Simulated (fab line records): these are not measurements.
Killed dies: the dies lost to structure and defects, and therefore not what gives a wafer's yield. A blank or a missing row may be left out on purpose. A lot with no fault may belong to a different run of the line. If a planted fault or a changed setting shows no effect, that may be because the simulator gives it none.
The same fault as seen by 2 desks / flow nandHarc / numbers are kept per desk, each desk with only its own; the story behind them comes last

## AT THE TOOL OWNER'S DESK: fcvd-02
The tool's own readings at NHARC_A_SGD_CUT_DEP_20 (deposits SiO2, target thk 150 nm): means of the sampled wafers that have a number, for each lot that ran on this tool. A lot is out of limits, marked OUT, if its mean lies more than 4 standard deviations from the usual mean; the brackets give that distance.
Columns: A = susceptorTempC at NHARC_A_SGD_CUT_DEP_20, usual 65.01 C
lot=L934; first seen here=day 14 02:17; A=64.98
lot=L941; first seen here=day 15 23:34; A=65.10
lot=L942; first seen here=day 16 09:46; A=65.02
lot=L956; first seen here=day 19 06:35; A=65.00
This desk found nothing out of limits on any of the 4 lots.

## THE METROLOGY DESK
Lot by lot, what the gauges showed, no matter which tool ran the lot: averages of those sampled wafers that carry a number. A lot is out of limits, marked OUT, if its mean lies more than 4 standard deviations from the usual mean; the brackets give that distance.
Columns: A = thkNm at NHARC_A_SGD_CUT_THK_MEAS_22, usual 147.5 nm
lot=L934; first seen here=day 14 07:38; A=148.1
lot=L935; first seen here=day 14 07:38; A=147.8
lot=L937; first seen here=day 15 01:05; A=146.7
lot=L941; first seen here=day 16 05:51; A=144.3
lot=L942; first seen here=day 16 15:52; A=142.6
lot=L947; first seen here=day 17 12:57; A=148.0
lot=L948; first seen here=day 18 10:42; A=146.8
lot=L950; first seen here=day 18 18:25; A=148.5
lot=L953; first seen here=day 19 12:08; A=149.6
lot=L954; first seen here=day 19 12:08; A=148.0
lot=L956; first seen here=day 19 12:08; A=147.5
lot=L955; first seen here=day 19 12:17; A=146.8
lot=L957; first seen here=day 19 22:56; A=147.0
This desk found nothing out of limits on any of the 13 lots.

## ALL TOGETHER
The tool owner's desk saw nothing out of limits.
Nothing out of limits was seen by the metrology desk.

## WHAT THE SIMULATOR PUT IN
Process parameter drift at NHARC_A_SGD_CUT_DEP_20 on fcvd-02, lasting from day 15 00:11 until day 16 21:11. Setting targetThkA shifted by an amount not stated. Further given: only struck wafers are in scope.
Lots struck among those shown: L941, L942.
